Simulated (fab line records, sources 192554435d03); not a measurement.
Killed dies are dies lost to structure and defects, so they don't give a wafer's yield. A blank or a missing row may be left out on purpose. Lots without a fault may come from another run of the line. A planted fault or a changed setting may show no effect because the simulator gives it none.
fab line records | flow n5_finfet
record lots=6 wafers=18 last_day=18
route steps=1938 shown BEOL_M2@919 BEOL_M3@931 BEOL_M4@1111 PASSIVATION@1936
lots that met no fault: from a run of the same line without faults
start_h: hours from the record's first day to the start of the lot's first wafer shown | wait_h: hours since the lot's step before | " the same as in the row above | L1.1+2: a row that stands for several wafers | - no value, or no start given | * or withheld: withheld | < > ~ a bound
route shown NAME@n: a module of which the file shows steps, and the number in the route of the first | usual: mean/standard deviation of fault-free wafers | same: alike in all rows | chamber/n: place in a boat | sites: the reading at each site | _std_site: their standard deviation | _edge_site: outer sites' mean less inner sites' | radius_mm: how far each site lies from the wafer's centre | mask NAME#n: copy n | behind: the tool/chamber that last shaped the wafer | hold: why the lot was held/for how many hours/how that ended | device: the transistor (n, p or np) that didn't switch | end of line: the same wafers' tests at the end of the route | a step without rows: its recipe alone | killed: dies lost to structure and defects at the first sort, not the wafer's yield | map: a wafer's dies, x killed, . not, _ none there
set.NAME: the setting as run; set.NAME@STEP: as run at that earlier step | model.NAME: the simulator's own value behind a step, which no gauge read
lots at some steps of the route; a table a step, a row a wafer
services: from which hour (start_h, from the record's first day; less than 0 if before it) a tool's chamber was out of use, for how many hours, and why
## steps
# step N5_BEOL_M2_ANNEAL_95
# recipe temp_c=400 time_s=240 ambient=vacuum
# step N5_BEOL_M2_SPUTTER_96
# recipe material=Cu target_thk_a=45 temp_c=-20 chamber_pressure_pa=0.07 power_w=withheld time_s=8.29
# step N5_BEOL_M2_ECD_50
# recipe material=Cu target_thk_a=3000
# step N5_BEOL_M2_ANNEAL_51
# recipe temp_c=225 time_s=90 ambient=N2
# step N5_BEOL_M2_CMP_52
# recipe stop_on=SiOC t_overpolish_s=6.8 down_force_psi=1 platen_rpm=50 clearing_platen_down_force_psi=1.5 clearing_platen_rpm=50 post_cmp_clean=cu_alkaline target_thk_nm=40 clearing_platen_pad_velocity_m_s=0.99484 pad_velocity_m_s=0.99484
# usual barrier_field_endpoint_s=24.8/0.71 edge_zone_pressure_frac=0.999/0.0053 motor_current_A=5.9/0.43 overpolish_run_s=6.802/0.0092 time_to_endpoint_s=64/4.3
# columns lot.wafer tool chamber start_h wait_h barrier_field_endpoint_s edge_zone_pressure_frac motor_current_A overpolish_run_s time_to_endpoint_s
L448.3 cmp-04 1 141.24 0.4 24.9 1.001 5.7 6.792 64
L448.1 " 2 " " 25.1 0.999 5.9 6.799 63
L448.5 " 3 " " 25.8 0.992 6.2 6.790 68
L449.2 cmp-03 3 148.84 0.4 24.4 0.995 6.4 6.815 59
L449.3 " 0 " " 25.1 0.998 6.1 6.793 68
L449.6 " 0 " " 25.2 1.000 6.2 6.791 64
L454.4 cmp-01 0 185.87 0.2 24.6 0.998 5.1 6.796 66
L454.3 " 2 " " 24.0 1.002 5.7 6.819 65
L454.6 " 3 " " 24.1 1.007 5.6 6.808 63
L456.1 cmp-03 0 190.62 0.3 25.5 0.994 6.1 6.804 67
L456.3 " 1 " " 24.9 0.993 6.3 6.794 63
L456.5 " 2 " " 24.6 1.001 6.4 6.805 55
L462.3 cmp-01 2 235.38 0.2 24.6 0.997 5.5 6.802 66
L462.4 " 3 " " 24.5 1.000 5.7 6.806 65
L462.2 " 0 " " 25.0 1.005 5.5 6.816 69
L469.3 cmp-04 2 293.21 0.2 23.7 0.997 6.3 6.793 62
L469.2 " 1 " " 24.3 0.996 5.7 6.816 65
L469.6 " 3 " " 24.0 0.995 5.8 6.805 66
# step N5_BEOL_M2_THK_MEAS_53
# recipe thk_meas_gauge=xrf reads=Cu_of_BEOL_M2_ECD_50
# usual M2_THK=40.6/1.7
# columns lot.wafer tool chamber start_h wait_h M2_THK[nm]
L448.1 film_metro-01 - 141.47 - 40.8
L448.3 " - " " 40.4
L448.5 " - " " 40.2
L449.2 film_metro-02 - 149.13 - 39.4
L449.3 " - " " 42.8
L449.6 " - " " 42.0
L454.3 film_metro-02 - 186.12 - 41.1
L454.4 " - " " 42.0
L454.6 " - " " 39.5
L456.1 film_metro-02 - 190.84 - 41.7
L456.3 " - " " 38.9
L456.5 " - " " 37.7
L462.2 film_metro-01 - 235.68 - 41.5
L462.3 " - " " 43.2
L462.4 " - " " 43.4
L469.2 film_metro-01 - 293.51 - 39.1
L469.3 " - " " 40.8
L469.6 " - " " 38.6
# step N5_BEOL_M2_PRE_CLEAN_60
# recipe gas=NH3/H2 time_s=15 temp_c=* rf_power_w=300
# usual heater_power_w=99/24
# same time_s=15
# columns lot.wafer tool chamber start_h wait_h heater_power_w since_wet_clean_h
L448.1 cvd_co-01 0 141.50 0.0 91 902
L448.3 " 1 " " 95 5
L448.5 " 0 " " 95 -
L449.2 cvd_co-01 2 149.17 0.0 65 450
L449.3 " 1 " " 97 12
L449.6 " 0 " " 93 -
L454.3 cvd_co-02 1 186.16 0.0 145 1165
L454.4 " 2 " " 98 -
L454.6 " 1 " " 152 -
L456.1 cvd_co-01 1 190.87 0.0 94 54
L456.3 " 0 " " 98 951
L456.5 " 1 " " 95 -
L462.2 cvd_co-01 1 235.72 0.0 93 99
L462.3 " 2 " " 67 536
L462.4 " 2 " " 66 -
L469.2 cvd_co-02 2 293.55 0.0 99 376
L469.3 " 1 " " 148 1272
L469.6 " 1 " " 150 -
# step N5_BEOL_M2_CO_CAP_55
# recipe material=Co target_thk_a=20 temp_c=200 precursor=CCTBA/H2 pressure_torr=30 time_s=102.1
# usual heater_power_w=254/31
# same time_s=102.1
# columns lot.wafer tool chamber start_h wait_h heater_power_w since_wet_clean_h
L448.1 cvd_co-01 0 141.54 0.0 248 902
L448.3 " 1 " " 247 5
L448.5 " 0 " " 249 -
L449.2 cvd_co-01 2 149.21 0.0 206 450
L449.3 " 1 " " 246 12
L449.6 " 0 " " 252 -
L454.3 cvd_co-02 1 186.20 0.0 311 1165
L454.4 " 2 " " 253 -
L454.6 " 1 " " 318 -
L456.1 cvd_co-01 1 190.91 0.0 246 54
L456.3 " 0 " " 243 951
L456.5 " 1 " " 251 -
L462.2 cvd_co-01 1 235.76 0.0 246 99
L462.3 " 2 " " 214 536
L462.4 " 2 " " 212 -
L469.2 cvd_co-02 2 293.59 0.0 252 376
L469.3 " 1 " " 316 1272
L469.6 " 1 " " 313 -
# step N5_BEOL_M2_PRE_CLEAN_56
# recipe gas=NH3 time_s=15 temp_c=withheld rf_power_w=300
# step N5_BEOL_M2_DEP_57
# recipe material=SiCN target_thk_a=80 temp_c=withheld precursor=3MS/NH3 pressure_torr=3 rf_w=202 time_s=14
# usual showerhead_plenum_p_Torr=3.655/0.012 showerhead_vpp_V=862/35 throttle_valve_pct=9.0/0.54
# same time_s=14
# columns lot.wafer tool chamber start_h wait_h showerhead_plenum_p_Torr showerhead_vpp_V since_wet_clean_h throttle_valve_pct
L448.1 pecvd-02 0 141.66 0.0 3.675 910 664 9.3
L448.3 " 2 " " 3.673 935 2114 9.0
L448.5 " 2 " " 3.679 922 - 9.0
L449.2 pecvd-01 1 149.33 0.0 3.633 834 1941 9.0
L449.3 " 2 " " 3.652 855 462 9.0
L449.6 " 1 " " 3.638 835 - 9.3
L454.3 pecvd-04 1 186.32 0.0 3.674 801 472 8.6
L454.4 " 2 " " 3.660 829 - 8.6
L454.6 " 1 " " 3.678 820 - 8.6
L456.1 pecvd-04 1 191.03 0.0 3.672 817 476 8.5
L456.3 " 2 " " 3.661 851 293 8.5
L456.5 " 2 " " 3.651 829 - 8.7
L462.2 pecvd-04 0 235.87 0.0 3.653 862 1121 10.6
L462.3 " 1 " " 3.673 804 521 8.3
L462.4 " 2 " " 3.664 851 - 8.7
L469.2 pecvd-04 0 293.70 0.0 3.640 875 1179 10.5
L469.3 " 1 " " 3.673 816 579 8.5
L469.6 " 0 " " 3.642 878 - 10.2
# step N5_BEOL_M2_RS_MEAS_58
# recipe thk_meas_gauge=four-point-probe reads=Co_of_BEOL_M2_CO_CAP_55+Cu_of_BEOL_M2_ECD_50+Co_of_BEOL_M2_CVD_47+TaN_of_BEOL_M2_ALD_84
# usual M2_RS=0.67/0.035
# columns lot.wafer tool chamber start_h wait_h M2_RS[ohm/sq]
L448.1 film_metro-01 - 141.73 0.0 0.66
L448.3 " - " " 0.67
L448.5 " - " " 0.68
L449.2 film_metro-02 - 149.39 0.1 0.69
L449.3 " - " " 0.62
L449.6 " - " " 0.63
L454.3 film_metro-02 - 186.38 0.1 0.64
L454.4 " - " " 0.63
L454.6 " - " " 0.67
L456.1 film_metro-01 - 191.10 0.0 0.64
L456.3 " - " " 0.69
L456.5 " - " " 0.72
L462.2 film_metro-01 - 235.94 0.1 0.66
L462.3 " - " " 0.62
L462.4 " - " " 0.62
L469.2 film_metro-02 - 293.77 0.1 0.71
L469.3 " - " " 0.67
L469.6 " - " " 0.72
# step N5_BEOL_M2_INSPECT_59
# recipe inspect_instrument=darkfield mode=post_dep
# usual raw_defect_count=69/22
# columns lot.wafer tool chamber start_h wait_h raw_defect_count
L448.1 defect_inspect-02 - 141.75 0.0 51
L448.3 " - " " 85
L448.5 " - " " 63
L449.2 defect_inspect-02 - 149.42 0.0 77
L449.3 " - " " 125
L449.6 " - " " 120
L454.3 defect_inspect-02 - 186.41 0.0 78
L454.4 " - " " 98
L454.6 " - " " 90
L456.1 defect_inspect-01 - 191.24 0.1 42
L456.3 " - " " 84
L456.5 " - " " 73
L462.2 defect_inspect-02 - 235.97 0.0 45
L462.3 " - " " 51
L462.4 " - " " 60
L469.2 defect_inspect-02 - 293.79 0.0 142
L469.3 " - " " 126
L469.6 " - " " 132
# step N5_BEOL_M3_ILD_DEP_00
# recipe material=SiOC target_thk_a=790 temp_c=350 precursor=DEMS/O2 pressure_torr=5 rf_w=500 time_s=15.3
# usual heater_power_w=514/84 showerhead_plenum_p_Torr=5.693/0.015 showerhead_vpp_V=1368/61 throttle_valve_pct=11.9/0.36
# same time_s=15.3
# columns lot.wafer tool chamber start_h wait_h heater_power_w showerhead_plenum_p_Torr showerhead_vpp_V since_wet_clean_h throttle_valve_pct
L448.1 pecvd-03 1 141.79 0.0 493 5.707 1450 1571 11.8
L448.3 " 0 " " 481 5.720 1338 846 12.3
L448.5 " 0 " " 482 5.715 1335 - 12.3
L449.2 pecvd-01 1 149.46 0.0 483 5.678 1314 1941 11.8
L449.3 " 2 " " 697 5.672 1322 462 12.2
L449.6 " 0 " " 455 5.675 1370 - 11.6
L454.3 pecvd-03 2 186.45 0.0 651 5.699 1283 136 12.0
L454.4 " 2 " " 651 5.699 1288 - 11.7
L454.6 " 1 " " 544 5.701 1427 - 11.6
L456.1 pecvd-01 1 191.28 0.0 586 5.670 1338 1983 12.1
L456.3 " 1 " " 584 5.672 1324 - 11.9
L456.5 " 0 " " 436 5.674 1371 - 11.7
L462.2 pecvd-01 1 236.00 0.0 578 5.669 1335 2027 12.3
L462.3 " 0 " " 448 5.671 1375 1302 11.7
L462.4 " 1 " " 587 5.676 1304 - 12.2
L469.2 pecvd-03 0 293.83 0.0 420 5.705 1332 998 12.6
L469.3 " 2 " " 541 5.692 1306 244 12.2
L469.6 " 1 " " 553 5.708 1418 - 11.6
# step N5_BEOL_M3_THK_MEAS_01
# recipe reads=SiOC_of_BEOL_M3_ILD_DEP_00
# usual M3_ILD_THK=78.8/1.1
# columns lot.wafer tool chamber start_h wait_h M3_ILD_THK[nm]
L448.1 film_metro-01 - 141.86 0.0 77.3
L448.3 " - " " 78.4
L448.5 " - " " 80.3
L449.2 film_metro-02 - 149.52 0.1 79.1
L449.3 " - " " 76.1
L449.6 " - " " 80.5
L454.3 film_metro-02 - 186.51 0.1 77.7
L454.4 " - " " 79.4
L454.6 " - " " 79.9
L456.1 film_metro-01 - 191.37 0.1 69.1
L456.3 " - " " 71.1
L456.5 " - " " 71.8
L462.2 film_metro-01 - 236.07 0.1 69.3
L462.3 " - " " 70.1
L462.4 " - " " 70.3
L469.2 film_metro-01 - 293.90 0.1 78.9
L469.3 " - " " 78.2
L469.6 " - " " 80.5
# step N5_BEOL_M3_PECVD_72
# recipe material=SiO2 target_thk_a=160 temp_c=400 precursor=TEOS/O2 pressure_torr=5.5 rf_w=450 teos_flow_sccm=53.8 gas=O2 flow_sccm=3000 time_s=18
# usual heater_power_w=729/110 showerhead_plenum_p_Torr=8.76/0.067 showerhead_vpp_V=1307/56 throttle_valve_pct=22.2/0.77
# same time_s=18
# columns lot.wafer tool chamber start_h wait_h heater_power_w showerhead_plenum_p_Torr showerhead_vpp_V since_wet_clean_h throttle_valve_pct
L448.1 pecvd-01 1 141.89 0.0 801 8.65 1278 1933 22.7
L448.3 " 2 " " 863 8.70 1244 454 22.6
L448.5 " 2 " " 871 8.72 1251 - 22.5
L449.2 pecvd-03 1 149.56 0.0 773 8.80 1355 1578 21.7
L449.3 " 0 " " 679 8.83 1263 853 22.9
L449.6 " 0 " " 681 8.82 1256 - 23.1
L454.3 pecvd-01 1 186.57 0.1 731 8.68 1232 - 22.8
L454.4 " 0 " " 605 8.70 1285 - 21.4
L454.6 " 1 " " 736 8.67 1259 - 22.3
L456.1 pecvd-01 0 191.40 0.0 617 8.70 1307 1258 21.7
L456.3 " 1 " " 775 8.62 1253 - 22.5
L456.5 " 1 " " 783 8.67 1255 - 22.5
L462.2 pecvd-02 0 236.11 0.0 690 8.84 1367 759 22.9
L462.3 " 1 " " 637 8.77 1394 1484 22.1
L462.4 " 2 " " 632 8.80 1395 - 20.0
L469.2 pecvd-01 2 293.94 0.0 1037 8.71 1256 606 22.9
L469.3 " 1 " " 730 8.67 1282 2085 22.6
L469.6 " 1 " " 713 8.64 1249 - 22.6
# step N5_BEOL_M4_RC_MEAS_101
# usual DIBL_N=36.0/2.5 DIBL_P=36.7/3 IOFF_N=0.16/0.043 IOFF_P=0.21/0.049 ION_N=673/15 ION_P=461/9.8 SS_N=71.5/0.83 SS_P=73.4/0.83 VT_N=250/4 VT_P=-251/4
# columns lot.wafer tool chamber start_h wait_h DIBL_N[mV/V] DIBL_P[mV/V] IOFF_N[nA/um] IOFF_P[nA/um] ION_N[uA/um] ION_P[uA/um] SS_N[mV/dec] SS_P[mV/dec] VT_N[mV] VT_P[mV]
L448.1 prober-02 0 160.65 0.0 33.3 31.5 0.10 0.14 646 447 70.4 72.7 257 -257
L448.3 " 0 " " 34.0 31.9 0.10 0.14 639 446 70.9 72.6 256 -259
L448.5 " 0 " " 38.0 37.0 0.18 0.20 681 458 72.0 74.1 248 -254
L449.2 prober-02 0 180.71 0.2 32.6 33.0 0.11 0.15 676 463 70.9 73.1 252 -255
L449.3 " 0 " " 36.9 37.1 0.17 0.21 661 450 71.1 73.8 250 -251
L449.6 " 0 " " 38.8 39.5 0.21 0.25 672 463 71.7 74.5 246 -250
L454.3 prober-02 0 212.98 0.3 38.1 41.8 0.25 0.28 696 470 74.1 74.6 245 -246
L454.4 " 0 " " 32.8 36.9 0.14 0.20 666 459 70.9 73.6 249 -249
L454.6 " 0 " " 32.6 35.3 0.13 0.17 658 446 71.2 72.8 252 -254
L456.1 prober-01 0 218.09 0.0 34.3 36.4 0.15 0.18 674 454 71.6 73.0 250 -254
L456.3 " 0 " " 32.8 33.3 0.11 0.14 651 447 70.3 73.1 253 -252
L456.5 " 0 " " 34.3 35.7 0.14 0.17 658 453 71.0 73.5 251 -254
L462.2 prober-01 0 266.77 0.2 37.9 40.2 0.20 0.28 682 472 72.1 74.6 247 -245
L462.3 " 0 " " 36.3 37.5 0.17 0.23 667 457 71.5 73.8 250 -246
L462.4 " 0 " " 34.1 35.2 0.13 0.19 667 459 71.5 73.1 253 -251
L469.2 prober-01 0 320.03 0.2 37.2 38.7 0.19 0.22 670 452 71.5 73.9 247 -249
L469.3 " 0 " " 37.1 39.0 0.17 0.23 663 457 71.8 73.9 249 -250
L469.6 " 0 " " 36.9 38.0 0.17 0.22 688 467 71.7 73.6 249 -250
# step N5_PASSIVATION_PROBE_49
# usual defect_limited_yield=91.1/1.5 killed_at_M0_to_M3=37/11 killed_at_M4_up=13/5.6 killed_at_contacts=12/5.6 killed_at_front_end=39/11 killed_at_other=4/3.1 killed_dies=105/18 killed_open=69/13 killed_short=35/7.4 sort_bin_5_function=5.1/0.92 sort_bin_6_memory=3.4/0.76 sort_bin_8_speed=0.02/0.11 sort_n_pass=1075/18 sort_yield_pct=91.1/1.5
# same gross_dies=1180 killed_at_back_side=0 sort_bin_4_leakage[%]=0
# columns lot.wafer tool chamber start_h wait_h defect_limited_yield[%] killed_at_M0_to_M3 killed_at_M4_up killed_at_contacts killed_at_front_end killed_at_other killed_dies killed_open killed_short sort_bin_5_function[%] sort_bin_6_memory[%] sort_bin_8_speed[%] sort_n_pass sort_yield_pct[%]
L448.1 prober-02 - 269.08 0.0 92.4 28 12 11 37 2 90 62 28 4.8 2.5 0 1090 92.4
L448.3 prober-02 - 269.18 0.1 93.6 34 9 6 23 4 76 55 21 3.6 2.8 0.08 1103 93.5
L448.5 prober-02 - 269.28 0.2 91.4 31 8 12 50 1 102 72 30 5.5 2.7 0 1078 91.4
L449.2 prober-02 - 284.57 0.1 89.6 55 18 14 35 1 123 94 29 6.3 4.0 0 1057 89.6
L449.3 prober-02 - 284.62 0.1 90.9 47 11 11 35 3 107 83 24 5.8 3.2 0 1073 90.9
L449.6 prober-02 - 284.77 0.3 90.1 33 13 23 42 6 117 82 35 5.1 4.2 0 1063 90.1
L454.3 prober-02 - 310.39 0.1 90.3 29 9 7 66 4 115 78 36 5.5 3.8 0 1065 90.3
L454.4 prober-02 - 310.44 0.2 90.2 30 17 14 55 0 116 79 34 5.0 4.1 0 1064 90.2
L454.6 prober-02 - 310.54 0.3 90.4 23 20 13 54 3 113 77 33 5.8 3.5 0 1067 90.4
L456.1 prober-01 - 315.84 0.0 91.4 40 5 13 34 9 101 71 30 4.6 3.6 0 1079 91.4
L456.3 prober-01 - 315.94 0.1 89.2 61 9 7 46 5 128 69 58 6.6 3.6 0 1052 89.2
L456.5 prober-01 - 316.04 0.2 90.1 44 6 14 48 5 117 68 48 6.2 3.5 0 1063 90.1
L462.2 prober-01 - 377.96 0.1 90.3 36 17 16 45 1 115 82 33 5.3 4.3 0 1065 90.3
L462.3 prober-01 - 378.01 0.1 89.3 50 20 19 36 1 126 83 43 6.3 4.1 0 1054 89.3
L462.4 prober-01 - 378.06 0.2 91.7 24 15 13 45 1 98 64 34 4.2 4.0 0 1082 91.7
L469.2 prober-02 - 422.72 0.1 91.4 33 21 4 40 3 101 54 46 5.0 3.1 0 1079 91.4
L469.3 prober-02 - 422.77 0.1 88.9 53 11 17 45 5 131 86 45 5.9 4.7 0 1049 88.9
L469.6 prober-02 - 422.92 0.3 89.1 42 17 5 64 1 129 84 45 6.3 4.4 0 1051 89.1
# killed by level:class
L448.1 MOL_CONTACT_COAG:geometric_particle:open=9 BEOL_M2:geometric_particle:open=9 BEOL_M4:geometric_particle:open=7 BEOL_M1:geometric_particle:open=7 GATE_CUT:geometric_particle:open=6 GATE_CUT:geometric_particle:short=6 BEOL_M0_SAQP:geometric_particle:short=6 FIN_SAQP:geometric_particle:open=5
L448.3 BEOL_M2:geometric_particle:open=10 BEOL_M0_SAQP:geometric_particle:open=7 BEOL_M1:geometric_particle:open=7 BEOL_M4:geometric_particle:open=7 MOL_CONTACT_COAG:geometric_particle:open=6 BEOL_M0_SAQP:geometric_particle:short=4 BEOL_M3:geometric_particle:open=4 DUMMY_GATE:geometric_particle:open=3
L448.5 FIN_SAQP:geometric_particle:open=14 GATE_CUT:geometric_particle:short=12 BEOL_M2:geometric_particle:open=12 MOL_CONTACT_COAG:geometric_particle:open=9 STI_FIN_REVEAL:geometric_particle:open=7 DUMMY_GATE:geometric_particle:open=6 BEOL_M0_SAQP:geometric_particle:open=5 BEOL_M3:geometric_particle:open=4
L449.2 FIN_SAQP:geometric_particle:open=12 BEOL_M1:geometric_particle:open=12 MOL_CONTACT_COAG:geometric_particle:open=11 BEOL_M2:geometric_particle:open=11 DUMMY_GATE:geometric_particle:open=10 BEOL_M0_SAQP:geometric_particle:short=10 BEOL_M4:geometric_particle:open=9 BEOL_M0_SAQP:geometric_particle:open=8
L449.3 BEOL_M2:geometric_particle:open=14 MOL_CONTACT_COAG:geometric_particle:open=10 BEOL_M0_SAQP:geometric_particle:open=9 STI_FIN_REVEAL:geometric_particle:open=8 BEOL_M4:geometric_particle:open=8 DUMMY_GATE:geometric_particle:open=7 BEOL_M3:geometric_particle:open=7 DUMMY_GATE:geometric_particle:short=4
L449.6 MOL_CONTACT_COAG:geometric_particle:open=23 BEOL_M1:geometric_particle:open=10 FIN_SAQP:geometric_particle:short=7 BEOL_M3:geometric_particle:open=7 BEOL_M0_SAQP:geometric_particle:short=6 DUMMY_GATE:geometric_particle:open=6 BEOL_M4:geometric_particle:open=6 STI_FIN_REVEAL:geometric_particle:open=5
L454.3 STI_FIN_REVEAL:geometric_particle:open=18 FIN_SAQP:geometric_particle:short=13 FIN_SAQP:geometric_particle:open=12 BEOL_M3:geometric_particle:open=9 MOL_CONTACT_COAG:geometric_particle:open=7 BEOL_M0_SAQP:geometric_particle:short=6 STARTING-WAFER:geometric_particle:open=6 DUMMY_GATE:geometric_particle:open=5
L454.4 MOL_CONTACT_COAG:geometric_particle:open=14 STI_FIN_REVEAL:geometric_particle:open=10 BEOL_M3:geometric_particle:open=10 BEOL_M4:geometric_particle:open=10 FIN_SAQP:geometric_particle:open=7 FIN_SAQP:geometric_particle:short=7 BEOL_M0_SAQP:geometric_particle:short=6 GATE_CUT:geometric_particle:short=5
L454.6 BEOL_M4:geometric_particle:open=14 MOL_CONTACT_COAG:geometric_particle:open=10 FIN_SAQP:geometric_particle:open=9 STI_FIN_REVEAL:geometric_particle:open=8 FIN_SAQP:geometric_particle:short=7 ILD0:geometric_particle:open=6 ILD0:geometric_particle:short=6 BEOL_M3:geometric_particle:open=6
L456.1 FIN_SAQP:geometric_particle:open=13 MOL_CONTACT_COAG:geometric_particle:open=13 BEOL_M0_SAQP:geometric_particle:open=10 FIN_SAQP:geometric_particle:short=8 BEOL_M0_SAQP:geometric_particle:short=7 BEOL_M2:geometric_particle:open=6 BEOL_M1:geometric_particle:open=5 STI_FIN_REVEAL:geometric_particle:open=4
L456.3 FIN_SAQP:geometric_particle:short=15 BEOL_M0_SAQP:geometric_particle:short=13 BEOL_M0_SAQP:geometric_particle:open=12 BEOL_M2:geometric_particle:open=11 BEOL_M2:geometric_particle:short=11 FIN_SAQP:geometric_particle:open=8 STI_FIN_REVEAL:geometric_particle:open=8 BEOL_M3:geometric_particle:open=6
L456.5 FIN_SAQP:geometric_particle:short=12 MOL_CONTACT_COAG:geometric_particle:open=12 BEOL_M2:geometric_particle:open=10 STI_FIN_REVEAL:geometric_particle:open=8 BEOL_M0_SAQP:geometric_particle:short=8 BEOL_M0_SAQP:geometric_particle:open=7 FIN_SAQP:geometric_particle:open=6 BEOL_M0:geometric_particle:open=6
L462.2 BEOL_M0_SAQP:geometric_particle:open=12 FIN_SAQP:geometric_particle:short=11 MOL_CONTACT_COAG:geometric_particle:open=11 FIN_SAQP:geometric_particle:open=10 BEOL_M3:geometric_particle:open=9 DUMMY_GATE:geometric_particle:open=8 BEOL_M1:geometric_particle:open=7 BEOL_M4:geometric_particle:open=6
L462.3 MOL_CONTACT_COAG:geometric_particle:open=16 BEOL_M0_SAQP:geometric_particle:open=14 FIN_SAQP:geometric_particle:short=11 BEOL_M0_SAQP:geometric_particle:short=10 BEOL_M4:geometric_particle:open=10 BEOL_M2:geometric_particle:open=9 BEOL_M3:geometric_particle:open=8 FIN_SAQP:geometric_particle:open=6
L462.4 STI_FIN_REVEAL:geometric_particle:open=14 FIN_SAQP:geometric_particle:short=13 MOL_CONTACT_COAG:geometric_particle:open=10 BEOL_M1:geometric_particle:open=9 BEOL_M0_SAQP:geometric_particle:open=5 GATE_CUT:geometric_particle:short=4 BEOL_M0_SAQP:geometric_particle:short=4 BEOL_M2:geometric_particle:open=3
L469.2 FIN_SAQP:geometric_particle:short=11 BEOL_M0_SAQP:geometric_particle:short=9 BEOL_M5:geometric_particle:open=8 BEOL_M0_SAQP:geometric_particle:open=7 GATE_CUT:geometric_particle:short=6 FIN_SAQP:geometric_particle:open=4 BEOL_M1:geometric_particle:open=4 BEOL_M6:geometric_particle:open=4
L469.3 BEOL_M0_SAQP:geometric_particle:open=15 MOL_CONTACT_COAG:geometric_particle:open=13 BEOL_M2:geometric_particle:open=12 BEOL_M0_SAQP:geometric_particle:short=11 STI_FIN_REVEAL:geometric_particle:open=9 GATE_CUT:geometric_particle:short=8 FIN_SAQP:geometric_particle:open=7 DUMMY_GATE:geometric_particle:open=5
L469.6 STI_FIN_REVEAL:geometric_particle:open=21 BEOL_M1:geometric_particle:open=12 FIN_SAQP:geometric_particle:short=9 BEOL_M4:geometric_particle:open=9 BEOL_M0_SAQP:geometric_particle:short=8 DUMMY_GATE:geometric_particle:open=7 FIN_SAQP:geometric_particle:open=6 BEOL_M2:geometric_particle:short=6
## services
# columns tool chamber start_h hours kind
cmp-01 - 118.43 9.1 pm
pecvd-01 2 123.34 2.1 scheduled_down
pecvd-02 - 128.27 6.0 pm
cvd_co-02 - 140.44 0.7 repair
cmp-03 - 152.50 1.3 repair
pecvd-02 - 183.88 14.6 pm
pecvd-01 2 185.92 28.9 repair
cmp-01 - 199.59 4.0 pm
pecvd-02 2 202.38 - clean
pecvd-04 1 206.45 5.5 scheduled_down
pecvd-04 0 216.06 5.5 scheduled_down
cmp-04 - 226.17 0.8 repair
pecvd-04 1 226.55 5.5 scheduled_down
cmp-03 - 230.95 1.3 repair
cvd_co-01 0 244.46 12.5 repair
cvd_co-02 - 244.92 1.4 repair
cmp-04 - 247.55 1.4 repair
cmp-01 - 252.12 1.1 repair
pecvd-02 - 271.91 2.8 pm
pecvd-03 - 275.45 6.0 pm
pecvd-01 1 276.15 2.1 scheduled_down
cmp-04 - 277.06 6.8 pm
pecvd-01 - 283.28 4.3 pm
cmp-01 - 288.05 0.5 repair
## key
first_sign step=N5_BEOL_M3_THK_MEAS_01 reading=M3_ILD_THK direction=down sigmas=8 usual=78.8 struck=70.3
effect none on later readings
met_at N5_BEOL_M3_ILD_DEP_00
struck_wafers L456.1,L456.3,L456.5,L462.2,L462.3,L462.4
onset_between 149.46 191.28
also_fits N5_BEOL_M2_PRE_CLEAN_60:cvd_co-01,N5_BEOL_M2_CO_CAP_55:cvd_co-01
fault kind=site_profile_drift tool=pecvd-01 chamber=- onset_h=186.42 steps=N5_BEOL_M3_ILD_DEP_00 basis=fraction max_abs_drift=0.23755 slope_share_per_hr=52.788 site_pattern=0,0,0,0,0,-1,-1,-1,-1
